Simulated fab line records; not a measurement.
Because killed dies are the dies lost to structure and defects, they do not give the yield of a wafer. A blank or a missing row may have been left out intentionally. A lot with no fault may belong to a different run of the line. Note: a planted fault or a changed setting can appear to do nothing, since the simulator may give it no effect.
Which tool was responsible? :: flow nand_harc :: Sampling: 12 lots, 35 wafers, 5 of 1159 route steps

## WHAT THE GAUGES SHOWED, per wafer
NHARC_END_SORT_01. Usual: killed_at_array 28, standard deviation 10; killed_at_other 0.6, standard deviation 0.85; killed_at_periphery 3.3, standard deviation 2.3; killed_dies 32, standard deviation 11; killed_open 3.3, standard deviation 1.5; killed_short 2.1, standard deviation 1.4.
lot: L489
measured: day 20 03:16
on: prober-01
killed_at_array: 18 12 15
killed_at_other: 0 0 1
killed_at_periphery: 2 1 1
killed_dies: 20 13 17
killed_open: 4 3 4
killed_short: 1 0 1
flag: 

lot: L492
measured: day 20 11:05
on: prober-01
killed_at_array: 26 16 25
killed_at_other: 0 1 2
killed_at_periphery: 1 1 1
killed_dies: 27 18 28
killed_open: 1 3 1
killed_short: 4 2 4
flag: 

lot: L490
measured: day 20 03:14
on: prober-02
killed_at_array: 17 26 30
killed_at_other: 1 1 1
killed_at_periphery: 2 1 1
killed_dies: 20 28 32
killed_open: 2 1 3
killed_short: 3 4 0
flag: 

lot: L491
measured: day 20 18:53
on: prober-02
killed_at_array: 43 35 28
killed_at_other: 1 0 0
killed_at_periphery: 9 12 6
killed_dies: 53 47 34
killed_open: 5 4 1
killed_short: 2 3 3
flag: 

lot: L493
measured: day 20 11:06
on: prober-02
killed_at_array: 23 14 29
killed_at_other: 1 1 0
killed_at_periphery: 4 4 0
killed_dies: 28 19 29
killed_open: 2 4 3
killed_short: 2 2 2
flag: 

lot: L494
measured: day 20 19:58
on: prober-01
killed_at_array: 26 23 21
killed_at_other: 0 0 0
killed_at_periphery: 4 5 3
killed_dies: 30 28 24
killed_open: 1 1 3
killed_short: 5 2 2
flag: 

lot: L495
measured: day 21 10:22
on: prober-02
killed_at_array: 23 19 22
killed_at_other: 0 0 1
killed_at_periphery: 2 6 4
killed_dies: 25 25 27
killed_open: 3 4 2
killed_short: 2 1 2
flag: 

lot: L505
measured: day 23 19:02
on: prober-02
killed_at_array: 32 44 42
killed_at_other: 2 0 0
killed_at_periphery: 7 4 5
killed_dies: 41 48 47
killed_open: 2 4 3
killed_short: 4 1 1
flag: 

lot: L508
measured: day 24 12:14
on: prober-02
killed_at_array: 36 47 45
killed_at_other: 0 0 1
killed_at_periphery: 1 2 5
killed_dies: 37 49 51
killed_open: 3 4 5
killed_short: 3 2 2
flag: 

lot: L511
measured: day 24 09:02
on: prober-01
killed_at_array: 14 13 11
killed_at_other: 0 1 0
killed_at_periphery: 2 0 1
killed_dies: 16 14 12
killed_open: 4 0 2
killed_short: 0 2 2
flag: 

lot: L512
measured: day 25 21:08
on: prober-02
killed_at_array: 17 24 28
killed_at_other: 0 0 0
killed_at_periphery: 0 0 2
killed_dies: 17 24 30
killed_open: 4 2 7
killed_short: 0 3 2
flag: 

## WHICH TOOL RAN EACH LOT (tool, then ch and the chambers of the sampled wafers, then the start)
lot: L489
NHARC_A_CONTACT_CMP_20: cmp-02 ch 0,2,3, day 17 22:37
NHARC_A_BLC_ETCH_17: rie_diel-09 ch 1,2,3, day 17 23:53
NHARC_A_BLC_DEGAS_30: pvd_sputter-01, day 18 01:18
NHARC_A_BLC_ALD_23: ald_metal-01 ch 0,2, day 18 01:34

lot: L492
NHARC_A_CONTACT_CMP_20: cmp-03 ch 2,3, day 17 23:22
NHARC_A_BLC_ETCH_17: rie_diel-04 ch 1,2,3, day 18 00:37
NHARC_A_BLC_DEGAS_30: pvd_sputter-02, day 18 01:59
NHARC_A_BLC_ALD_23: ald_metal-03 ch 0,1,3, day 18 02:13

lot: L490
NHARC_A_CONTACT_CMP_20: cmp-02 ch 0,2,3, day 18 00:11
NHARC_A_BLC_ETCH_17: rie_diel-13 ch 2,3, day 18 01:27
NHARC_A_BLC_DEGAS_30: pvd_sputter-02, day 18 02:52
NHARC_A_BLC_ALD_23: ald_metal-01 ch 0,2,3, day 18 03:08

lot: L491
NHARC_A_CONTACT_CMP_20: cmp-02 ch 0,1, day 18 06:42
NHARC_A_BLC_ETCH_17: rie_diel-04 ch 1,2,3, day 18 07:58
NHARC_A_BLC_DEGAS_30: pvd_sputter-03, day 18 09:23
NHARC_A_BLC_ALD_23: ald_metal-04 ch 2,3, day 18 09:38

lot: L493
NHARC_A_CONTACT_CMP_20: cmp-01 ch 0,1,3, day 18 08:01
NHARC_A_BLC_ETCH_17: rie_diel-04 ch 0,1,2, day 18 09:10
NHARC_A_BLC_DEGAS_30: pvd_sputter-03, day 18 10:34
NHARC_A_BLC_ALD_23: ald_metal-03 ch 0,1,3, day 18 10:49

lot: L494
NHARC_A_CONTACT_CMP_20: cmp-03 ch 0,1, day 18 18:47
NHARC_A_BLC_ETCH_17: rie_diel-04 ch 0,2,3, day 18 20:10
NHARC_A_BLC_DEGAS_30: pvd_sputter-01, day 18 21:29
NHARC_A_BLC_ALD_23: ald_metal-03 ch 0,1,3, day 18 21:45

lot: L495
NHARC_A_CONTACT_CMP_20: cmp-03 ch 0,2, day 19 04:41
NHARC_A_BLC_ETCH_17: rie_diel-04 ch 1,2,3, day 19 05:50
NHARC_A_BLC_DEGAS_30: pvd_sputter-03, day 19 07:14
NHARC_A_BLC_ALD_23: ald_metal-04 ch 1,2,3, day 19 07:28

lot: L499
NHARC_A_CONTACT_CMP_20: cmp-02 ch 0,3, day 19 13:50
NHARC_A_BLC_ETCH_17: rie_diel-04 ch 1,2, day 19 15:07
NHARC_A_BLC_DEGAS_30: pvd_sputter-03, day 19 16:34
NHARC_A_BLC_ALD_23: ald_metal-03 ch 0,1, day 19 16:50

lot: L505
NHARC_A_CONTACT_CMP_20: cmp-01 ch 1,3, day 21 16:04
NHARC_A_BLC_ETCH_17: rie_diel-09 ch 1,2, day 21 17:22
NHARC_A_BLC_DEGAS_30: pvd_sputter-03, day 21 18:43
NHARC_A_BLC_ALD_23: ald_metal-03 ch 0,1, day 21 19:01

lot: L508
NHARC_A_CONTACT_CMP_20: cmp-03 ch 0,1, day 22 05:18
NHARC_A_BLC_ETCH_17: rie_diel-13 ch 1,2,3, day 22 06:38
NHARC_A_BLC_DEGAS_30: pvd_sputter-03, day 22 08:20
NHARC_A_BLC_ALD_23: ald_metal-03 ch 0,1,3, day 22 08:35

lot: L511
NHARC_A_CONTACT_CMP_20: cmp-01 ch 0,1,3, day 22 05:40
NHARC_A_BLC_ETCH_17: rie_diel-09 ch 1,2,3, day 22 06:59
NHARC_A_BLC_DEGAS_30: pvd_sputter-01, day 22 08:22
NHARC_A_BLC_ALD_23: ald_metal-01 ch 0,2,3, day 22 08:36

lot: L512
NHARC_A_CONTACT_CMP_20: cmp-03 ch 0,2,3, day 23 19:52
NHARC_A_BLC_ETCH_17: rie_diel-04 ch 0,1, day 23 21:08
NHARC_A_BLC_DEGAS_30: pvd_sputter-03, day 23 22:32
NHARC_A_BLC_ALD_23: ald_metal-04 ch 0,2,3, day 23 22:47
- NHARC_A_CONTACT_CMP_20: polishes, t overpolish 30 s, target thk 300 nm.
- NHARC_A_BLC_ETCH_17: etches the open film in N2/H2, target depth 390 nm, time 609.38 s.
- NHARC_A_BLC_DEGAS_30: time 60 s.
- NHARC_A_BLC_ALD_23: deposits TiN, target thk 3 nm, pulse time 1 s, ald cycles 150.

## AS READ BY THE TOOLS THEMSELVES (means over the sampled wafers that have a number; for cases with no such wafer, the mark the record gives instead)
NHARC_A_CONTACT_CMP_20. Usual: motor_current_A 12.5 A, standard deviation 1.1; overpolish_run_s 30.000 s, standard deviation 0.0084; retaining_ring_pressure_frac 1.000, standard deviation 0.005; time_to_endpoint_s 59.6 s, standard deviation 2.5.
lot: L489
tool: cmp-02
motor_current_A (A): 13.1
overpolish_run_s (s): 30.001
retaining_ring_pressure_frac: 0.997
time_to_endpoint_s (s): 61.0
flag: 

lot: L492
tool: cmp-03
motor_current_A (A): 12.8
overpolish_run_s (s): 29.999
retaining_ring_pressure_frac: 0.996
time_to_endpoint_s (s): 60.8
flag: 

lot: L490
tool: cmp-02
motor_current_A (A): 13.1
overpolish_run_s (s): 30.006
retaining_ring_pressure_frac: 1.003
time_to_endpoint_s (s): 56.5
flag: 

lot: L491
tool: cmp-02
motor_current_A (A): 12.8
overpolish_run_s (s): 30.000
retaining_ring_pressure_frac: 1.005
time_to_endpoint_s (s): 63.1
flag: 

lot: L493
tool: cmp-01
motor_current_A (A): 12.4
overpolish_run_s (s): 29.999
retaining_ring_pressure_frac: 1.001
time_to_endpoint_s (s): 62.4
flag: 

lot: L494
tool: cmp-03
motor_current_A (A): 12.3
overpolish_run_s (s): 29.992
retaining_ring_pressure_frac: 0.997
time_to_endpoint_s (s): 58.4
flag: 

lot: L495
tool: cmp-03
motor_current_A (A): 10.8
overpolish_run_s (s): 30.001
retaining_ring_pressure_frac: 1.004
time_to_endpoint_s (s): 60.4
flag: 

lot: L499
tool: cmp-02
motor_current_A (A): 12.9
overpolish_run_s (s): 29.998
retaining_ring_pressure_frac: 1.002
time_to_endpoint_s (s): 60.3
flag: 

lot: L505
tool: cmp-01
motor_current_A (A): 13.0
overpolish_run_s (s): 29.997
retaining_ring_pressure_frac: 1.002
time_to_endpoint_s (s): 60.3
flag: 

lot: L508
tool: cmp-03
motor_current_A (A): 12.5
overpolish_run_s (s): 29.987
retaining_ring_pressure_frac: 1.004
time_to_endpoint_s (s): 57.4
flag: 

lot: L511
tool: cmp-01
motor_current_A (A): 12.3
overpolish_run_s (s): 30.005
retaining_ring_pressure_frac: 0.994
time_to_endpoint_s (s): 60.0
flag: 

lot: L512
tool: cmp-03
motor_current_A (A): 12.4
overpolish_run_s (s): 30.004
retaining_ring_pressure_frac: 1.004
time_to_endpoint_s (s): 61.3
flag: 

NHARC_A_BLC_ETCH_17. Usual: drypump_motor_current_A 5.8 A, standard deviation 0.39; n2_flow_sccm 150.0 sccm, standard deviation 0.41; oes_product_au 1.003 a.u., standard deviation 0.0071; rf_vpp_V 430.6 V, standard deviation 1.9; run_length_s 630.8 s, standard deviation 0.48; showerhead_plenum_p_Torr 2.04 Torr, standard deviation 0.069; throttle_valve_pct 14.171 %, standard deviation 0.0081.
lot: L489
tool: rie_diel-09
drypump_motor_current_A (A): 5.9
n2_flow_sccm (sccm): 150.1
oes_product_au (a.u.): 0.993
rf_vpp_V (V): 430.6
run_length_s (s): 630.7
showerhead_plenum_p_Torr (Torr): 2.06
throttle_valve_pct (%): 14.172
flag: 

lot: L492
tool: rie_diel-04
drypump_motor_current_A (A): 5.8
n2_flow_sccm (sccm): 150.1
oes_product_au (a.u.): 1.007
rf_vpp_V (V): 430.3
run_length_s (s): 631.0
showerhead_plenum_p_Torr (Torr): 2.01
throttle_valve_pct (%): 14.171
flag: 

lot: L490
tool: rie_diel-13
drypump_motor_current_A (A): 6.1
n2_flow_sccm (sccm): 149.2
oes_product_au (a.u.): 1.003
rf_vpp_V (V): 430.7
run_length_s (s): 630.7
showerhead_plenum_p_Torr (Torr): 1.99
throttle_valve_pct (%): 14.172
flag: 

lot: L491
tool: rie_diel-04
drypump_motor_current_A (A): 5.9
n2_flow_sccm (sccm): 149.7
oes_product_au (a.u.): 1.003
rf_vpp_V (V): 430.7
run_length_s (s): 630.9
showerhead_plenum_p_Torr (Torr): 2.01
throttle_valve_pct (%): 14.178
flag: 

lot: L493
tool: rie_diel-04
drypump_motor_current_A (A): 5.7
n2_flow_sccm (sccm): 150.3
oes_product_au (a.u.): 1.005
rf_vpp_V (V): 430.6
run_length_s (s): 631.0
showerhead_plenum_p_Torr (Torr): 2.03
throttle_valve_pct (%): 14.168
flag: 

lot: L494
tool: rie_diel-04
drypump_motor_current_A (A): 5.6
n2_flow_sccm (sccm): 149.9
oes_product_au (a.u.): 1.008
rf_vpp_V (V): 430.2
run_length_s (s): 630.4
showerhead_plenum_p_Torr (Torr): 2.02
throttle_valve_pct (%): 14.171
flag: 

lot: L495
tool: rie_diel-04
drypump_motor_current_A (A): 5.9
n2_flow_sccm (sccm): 150.1
oes_product_au (a.u.): 1.012
rf_vpp_V (V): 429.0
run_length_s (s): 626.1
showerhead_plenum_p_Torr (Torr): 2.00
throttle_valve_pct (%): 14.171
flag: OFF

lot: L499
tool: rie_diel-04
drypump_motor_current_A (A): 5.8
n2_flow_sccm (sccm): 149.9
oes_product_au (a.u.): 1.002
rf_vpp_V (V): 429.1
run_length_s (s): 624.2
showerhead_plenum_p_Torr (Torr): 2.00
throttle_valve_pct (%): 14.162
flag: OFF

lot: L505
tool: rie_diel-09
drypump_motor_current_A (A): 6.1
n2_flow_sccm (sccm): 149.7
oes_product_au (a.u.): 1.001
rf_vpp_V (V): 430.2
run_length_s (s): 630.6
showerhead_plenum_p_Torr (Torr): 2.04
throttle_valve_pct (%): 14.166
flag: 

lot: L508
tool: rie_diel-13
drypump_motor_current_A (A): 6.1
n2_flow_sccm (sccm): 149.9
oes_product_au (a.u.): 0.998
rf_vpp_V (V): 433.5
run_length_s (s): 630.7
showerhead_plenum_p_Torr (Torr): 2.16
throttle_valve_pct (%): 14.167
flag: 

lot: L511
tool: rie_diel-09
drypump_motor_current_A (A): 5.9
n2_flow_sccm (sccm): 150.0
oes_product_au (a.u.): 0.994
rf_vpp_V (V): 431.5
run_length_s (s): 630.7
showerhead_plenum_p_Torr (Torr): 2.06
throttle_valve_pct (%): 14.175
flag: 

lot: L512
tool: rie_diel-04
drypump_motor_current_A (A): 6.0
n2_flow_sccm (sccm): 149.9
oes_product_au (a.u.): 1.004
rf_vpp_V (V): 431.0
run_length_s (s): 630.7
showerhead_plenum_p_Torr (Torr): 2.04
throttle_valve_pct (%): 14.177
flag: 

NHARC_A_BLC_DEGAS_30. Usual: 438 W for heater_power_w, sd 40.
lot: L489
tool: pvd_sputter-01
heater_power_w (W): 457
flag: 

lot: L492
tool: pvd_sputter-02
heater_power_w (W): 476
flag: 

lot: L490
tool: pvd_sputter-02
heater_power_w (W): 467
flag: 

lot: L491
tool: pvd_sputter-03
heater_power_w (W): 394
flag: 

lot: L493
tool: pvd_sputter-03
heater_power_w (W): 435
flag: 

lot: L494
tool: pvd_sputter-01
heater_power_w (W): 471
flag: 

lot: L495
tool: pvd_sputter-03
heater_power_w (W): 412
flag: 

lot: L499
tool: pvd_sputter-03
heater_power_w (W): 464
flag: 

lot: L505
tool: pvd_sputter-03
heater_power_w (W): 399
flag: 

lot: L508
tool: pvd_sputter-03
heater_power_w (W): 441
flag: 

lot: L511
tool: pvd_sputter-01
heater_power_w (W): 468
flag: 

lot: L512
tool: pvd_sputter-03
heater_power_w (W): 449
flag: 

NHARC_A_BLC_ALD_23. Usual: heater_power_w 1136 W, standard deviation 130; precursor_pulse_height_rel 0.998, standard deviation 0.021.
lot: L489
tool: ald_metal-01
heater_power_w (W): 1186
precursor_pulse_height_rel: 0.999
flag: 

lot: L492
tool: ald_metal-03
heater_power_w (W): 1202
precursor_pulse_height_rel: 1.008
flag: 

lot: L490
tool: ald_metal-01
heater_power_w (W): 1132
precursor_pulse_height_rel: 1.000
flag: 

lot: L491
tool: ald_metal-04
heater_power_w (W): 1086
precursor_pulse_height_rel: 0.995
flag: 

lot: L493
tool: ald_metal-03
heater_power_w (W): 1171
precursor_pulse_height_rel: 0.995
flag: 

lot: L494
tool: ald_metal-03
heater_power_w (W): 1164
precursor_pulse_height_rel: 0.987
flag: 

lot: L495
tool: ald_metal-04
heater_power_w (W): 1081
precursor_pulse_height_rel: 0.993
flag: 

lot: L499
tool: ald_metal-03
heater_power_w (W): 1084
precursor_pulse_height_rel: 0.982
flag: 

lot: L505
tool: ald_metal-03
heater_power_w (W): 1032
precursor_pulse_height_rel: 0.989
flag: 

lot: L508
tool: ald_metal-03
heater_power_w (W): 1158
precursor_pulse_height_rel: 0.988
flag: 

lot: L511
tool: ald_metal-01
heater_power_w (W): 1138
precursor_pulse_height_rel: 1.004
flag: 

lot: L512
tool: ald_metal-04
heater_power_w (W): 1073
precursor_pulse_height_rel: 0.993
flag: 

## THE ANSWER, worked out from the rows above alone
Rule: take the mean of a lot's wafers that have a number; if it is more than 3 standard deviations from the usual mean, the lot is off. Also off: a lot with no number at a reading for which 4 or more lots have one. Where the step has rows for the other lots, those lots are counted as sound. Order of review: gauges by route order, followed by the tools' own readings, for which a lot's mean as printed above is used. At the first step where some lot is off, the reading lying furthest off is the one used; lots without a number count as furthest.
Off, at NHARC_A_BLC_ETCH_17 on run_length_s: L495, L499.
If a tool, at that step or one of the process steps before it, ran each lot that is off and ran no sound lot following the first of them, it fits. Not one of the candidates tried fits.

## WHAT THE SIMULATOR HAD PUT IN
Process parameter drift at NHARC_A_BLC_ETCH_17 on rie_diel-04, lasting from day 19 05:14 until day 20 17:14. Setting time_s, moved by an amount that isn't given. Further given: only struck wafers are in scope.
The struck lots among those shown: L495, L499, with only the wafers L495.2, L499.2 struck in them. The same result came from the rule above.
